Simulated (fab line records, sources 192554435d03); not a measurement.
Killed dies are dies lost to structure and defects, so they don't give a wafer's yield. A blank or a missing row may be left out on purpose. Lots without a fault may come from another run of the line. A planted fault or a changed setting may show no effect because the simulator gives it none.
Split-lot experiment | flow n5_finfet | 7 lots, 39 wafers read, on a route of 1938 steps

THE SPLIT
At N5_BEOL_M2_TRENCH_ETCH_37 (etches SiOC in C4F6/O2, target depth 55.555 nm, time 29.2 s), the setting target_depth_a was moved away from the recipe's 555.55 angstrom on 12 of the 39 wafers read, by -29.3% to +51.5%. The other wafers ran this setting at the recipe's value.

FROM THE SPLIT TO THE READING: what the file shows between them, 8 steps
- N5_BEOL_M2_ETCH_41: etches SiCN in CH3F/O2, target depth 29.9 nm, time 52.5 s
- N5_BEOL_M2_STRIP_97: strips in N2/H2, time 10 s
- N5_BEOL_M2_OCD_MEAS_38
- N5_BEOL_M2_HM_STRIP_39: strips TiN in peroxide tin strip, target depth 25 nm, time 158 s
- N5_BEOL_M2_SRD_40: time 30 s
- N5_BEOL_M2_ECD_50: material Cu, target thk 300 nm
- N5_BEOL_M2_ANNEAL_51: time 90 s
- N5_BEOL_M2_CMP_52: polishes, stops on SiOC, t overpolish 6.8 s, target thk 40 nm

THE READING
M2_THK, in nm, at N5_BEOL_M2_THK_MEAS_53 (measures by xrf). Fault-free wafers of this fab line usually give 38.7 nm, standard deviation 1.7 nm.

wafer  | tool, chamber at the split | target_depth_a as run, angstrom | against the recipe | M2_THK, nm | against lot-mates on the recipe
L078.1 | rie_diel-03, 3             | 555.55                          | recipe             | 42.0       | -
L078.2 | rie_diel-03, 1             | 555.55                          | recipe             | 39.5       | -
L078.3 | rie_diel-03, 2             | 555.55                          | recipe             | 38.2       | -
L078.4 | rie_diel-03, 0             | 555.55                          | recipe             | 39.2       | -
L078.5 | rie_diel-03, 0             | 555.55                          | recipe             | 37.9       | -
L078.6 | rie_diel-03, 3             | 555.55                          | recipe             | 40.0       | -
L083.1 | rie_diel-03, 1             | 555.55                          | recipe             | 39.8       | -
L083.2 | rie_diel-03, 0             | 775                             | +39.5%             | 58.5       | +20.5
L083.3 | rie_diel-03, 3             | 775                             | +39.5%             | 64.8       | +26.8
L083.4 | rie_diel-03, 2             | 555.55                          | recipe             | 37.1       | -
L083.5 | rie_diel-03, 2             | 555.55                          | recipe             | 37.2       | -
L083.6 | rie_diel-03, 3             | 775                             | +39.5%             | 63.8       | +25.8
L086.1 | rie_diel-01, 2             | 748.1                           | +34.7%             | 59.9       | +21.7
L086.2 | rie_diel-01, 1             | 555.55                          | recipe             | 37.3       | -
L086.3 | rie_diel-01, 3             | 555.55                          | recipe             | 38.4       | -
L086.4 | rie_diel-01, 0             | 748.1                           | +34.7%             | 57.2       | +19.0
L086.5 | rie_diel-01, 1             | 748.1                           | +34.7%             | 58.1       | +19.9
L086.6 | rie_diel-01, 0             | 555.55                          | recipe             | 38.9       | -
L088.1 | rie_diel-05, 1             | 555.55                          | recipe             | 35.6       | -
L088.2 | rie_diel-05, 3             | 555.55                          | recipe             | 41.2       | -
L088.3 | rie_diel-05, 0             | 841.4                           | +51.5%             | 67.0       | +29.7
L088.4 | rie_diel-05, 2             | 841.4                           | +51.5%             | 63.8       | +26.5
L088.5 | rie_diel-05, 2             | 555.55                          | recipe             | 35.0       | -
L088.6 | rie_diel-05, 1             | 841.4                           | +51.5%             | 63.0       | +25.7
L092.1 | rie_diel-01, 2             | 555.55                          | recipe             | 41.2       | -
L092.2 | rie_diel-01, 1             | 555.55                          | recipe             | 39.5       | -
L092.3 | rie_diel-01, 3             | 555.55                          | recipe             | 38.8       | -
L092.4 | rie_diel-01, 0             | 555.55                          | recipe             | 37.9       | -
L092.5 | rie_diel-01, 1             | 555.55                          | recipe             | 40.1       | -
L092.6 | rie_diel-01, 0             | 555.55                          | recipe             | 39.4       | -
L094.2 | rie_diel-05, 2             | 555.55                          | recipe             | 35.8       | -
L094.3 | rie_diel-05, 3             | 555.55                          | recipe             | 40.3       | -
L094.6 | rie_diel-05, 1             | 555.55                          | recipe             | 36.4       | -
L096.1 | rie_diel-05, 3             | 555.55                          | recipe             | 40.4       | -
L096.2 | rie_diel-05, 0             | 555.55                          | recipe             | 39.2       | -
L096.3 | rie_diel-05, 2             | 393                             | -29.3%             | 21.9       | -18.0
L096.4 | rie_diel-05, 1             | 393                             | -29.3%             | 21.6       | -18.3
L096.5 | rie_diel-05, 3             | 393                             | -29.3%             | 25.1       | -14.8
L096.6 | rie_diel-05, 0             | 555.55                          | recipe             | 40.2       | -

THE FIT
A straight line over all 39 wafers: M2_THK changes by +0.543 nm for each +1% of target_depth_a; r = +0.98; the points scatter about the line by 2.1 nm.
The same after taking each lot's own level away (the mean of its wafers on the recipe; 39 wafers): +0.569 nm for each +1%; r = +0.99; scatter 1.8 nm.
On that fit, the largest move of target_depth_a shifts the reading by 29 nm.
The lots' own levels span 37.27 to 39.93 nm, that is 1.6 times the standard deviation above.
So the lot-to-lot level changes the slope little: the two slopes agree.
Check: with one of the wafers moved furthest among these (+51.5%) left out of the fit, the line predicts +29.2 nm for it against its lot-mates. It came out at +29.7 nm against them.

OTHER SPLITS ON THESE WAFERS
These wafers also went through other splits before the reading. Each is held against what the fit with the lots' levels taken away leaves over:
other split on the same wafers          | wafers away from the commonest value | r with M2_THK (lot level and that fit taken away)
N5_STI_FIN_REVEAL_ETCHBACK_08 time_s    | 12                                   | -0.30
N5_SD_EPI_N_EPI_21 time_s               | 15                                   | -0.33
N5_BEOL_M0_SAQP_ETCH_106 target_depth_a | 6                                    | +0.01

THE WHOLE CHAIN: every reading that the file lists as answering this split, in the file's order
step                      | what it does                                                  | reading                                                                          | change (the file's fit)               | r (the file's)
N5_BEOL_M2_TRENCH_ETCH_37 | etches SiOC in C4F6/O2, target depth 55.555 nm, time 29.2 s   | BEOL_M2.feature_depth_nm (the simulator's own value, which no gauge read)        | +0.558 nm for each +1% of the setting | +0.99
N5_BEOL_M2_TRENCH_ETCH_37 | etches SiOC in C4F6/O2, target depth 55.555 nm, time 29.2 s   | etch.depth_nm (the simulator's own value, which no gauge read)                   | +0.557 nm for each +1% of the setting | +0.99
N5_BEOL_M2_TRENCH_ETCH_37 | etches SiOC in C4F6/O2, target depth 55.555 nm, time 29.2 s   | TiN_of_BEOL_M2_HM_DEP_02.thk_nm (the simulator's own value, which no gauge read) | -0.024 nm for each +1% of the setting | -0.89
N5_BEOL_M2_OCD_MEAS_38    |                                                               | trench_depth_nm                                                                  | +0.553 nm for each +1% of the setting | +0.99
N5_BEOL_M2_CMP_52         | polishes, stops on SiOC, t overpolish 6.8 s, target thk 40 nm | Cu_of_BEOL_M2_ECD_50.thk_nm (the simulator's own value, which no gauge read)     | +0.577 nm for each +1% of the setting | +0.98
N5_BEOL_M2_THK_MEAS_53    | measures by xrf                                               | M2_THK                                                                           | +0.569 for each +1% of the setting    | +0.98

THE FILE'S OWN FIT
M2_THK changes by +0.569 nm for each +1% of target_depth_a, r = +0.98.
